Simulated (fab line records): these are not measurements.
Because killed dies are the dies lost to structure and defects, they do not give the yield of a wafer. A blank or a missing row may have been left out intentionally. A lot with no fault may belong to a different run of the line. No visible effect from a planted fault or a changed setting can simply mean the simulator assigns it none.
Comparing a struck lot with a sound one	flow n5Finfet	15 steps out of a route of 1938
Sound: these wafers, L723.2, L723.3, L723.5. Struck: wafer L725.2 (left out: L725.1, a lot-mate that was not struck); the cause follows at the end.
Per side, at each step with rows, come the tool, then ch with its chambers, and then its first start. Under that, the readings that differ: sound wafers	struck wafers	difference of the means	sigmas: that difference in standard deviations of wafers without a fault.
alike: readings with means less than 2 such deviations apart, plus words and numbers identical on both sides. not compared: withheld readings, readings lacking a value on some wafer, bounds such as >300 that could conceal the same value, and numbers that have no deviation in the record and whose values overlap.
A row with sigmas, a row that says differs or no value, or rows on one side alone: a step with any of these is where the two part. Numbers that don't overlap but have no deviation are shown without sigmas and don't part them. A reading missing from all wafers of one side parts the sides only when that side holds two or more wafers.

first, 7 steps without rows for these wafers: N5_PASSIVATION_COAT_38; N5_PASSIVATION_EBR_40; N5_PASSIVATION_SOFTBAKE_39 (time 120 s); N5_PASSIVATION_EXPOSE_41 (exposes mask PASS OPEN, defocus 0 nm, target cd 40000 nm); N5_PASSIVATION_PEB_42; N5_PASSIVATION_DEVELOP_43 (develop time 60 s); N5_PASSIVATION_HARDBAKE_45 (time 120 s).
N5_PASSIVATION_CD_MEAS_44: the cd target is 40000 nm.
  sound on cdSem-01 ch 0, day 13 07:49; struck on cdSem-02 ch 0, day 14 01:52
  alike: cdNm
N5_PASSIVATION_OVL_MEAS_66:
  sound on overlay-02 ch 0, day 13 07:50; struck on overlay-01 ch 0, day 14 01:54
  alike: PASS_OPEN_OVL
N5_PASSIVATION_INSPECT_67: inspects for defects (macro).
  sound on defectInspect-01 at day 13 07:52; struck on defectInspect-01 at day 14 01:55
  alike: rawDefectCount
N5_PASSIVATION_DESCUM_46: chemistry O2, time 7.9 s.
  sound on rieDiel-03 ch 2,3, day 13 07:53; struck on rieDiel-03 ch 1, day 14 02:26
  alike: drypumpMotorCurrentA, oesProductAu, rfFwdPowerW, rfVppV, showerheadPlenumPTorr, throttleValvePct
  not compared: rfHoursCounterH
N5_PASSIVATION_PASS_ETCH_47: etches SiNx in CF4/O2, target depth 770 nm, time 385 s.
  sound on rieDiel-03 ch 2,3, day 13 07:56; struck on rieDiel-03 ch 1, day 14 02:28
  alike: drypumpMotorCurrentA, oesProductAu, rfFwdPowerW, rfVppV, showerheadPlenumPTorr, throttleValvePct
  not compared: rfHoursCounterH
N5_PASSIVATION_ETCH_54: etches SiO2 in CHF3/O2, target depth 880 nm, time 440 s.
  sound on rieDiel-03 ch 2,3, day 13 08:10; struck on rieDiel-03 ch 1, day 14 02:41
reading	sound	struck	difference	sigmas
model.PASSIVATION.featureDepthNm (nm)	832.8 859.6 836.6	792.6	-50.4	
model.etch.depthNm (nm)	832.7 859.6 836.6	792.7	-50.3	
  alike: drypumpMotorCurrentA, oesProductAu, rfVppV, showerheadPlenumPTorr, throttleValvePct
  not compared: rfFwdPowerW, rfHoursCounterH
N5_PASSIVATION_STRIP_48: strips in O2.
  sound on rieDiel-03 ch 2,3, day 13 08:26; struck on rieDiel-03 ch 1, day 14 02:59
  alike: drypumpMotorCurrentA, oesProductAu, rfVppV, showerheadPlenumPTorr, throttleValvePct
  not compared: rfHoursCounterH
N5_PASSIVATION_PROBE_49:
  rows exist in the record for the struck wafers here (prober-01, day 14 05:32), but not for the sound ones

WHERE THEY PART
N5_PASSIVATION_PROBE_49 only, going by this record.

WHY: what the simulator had put in
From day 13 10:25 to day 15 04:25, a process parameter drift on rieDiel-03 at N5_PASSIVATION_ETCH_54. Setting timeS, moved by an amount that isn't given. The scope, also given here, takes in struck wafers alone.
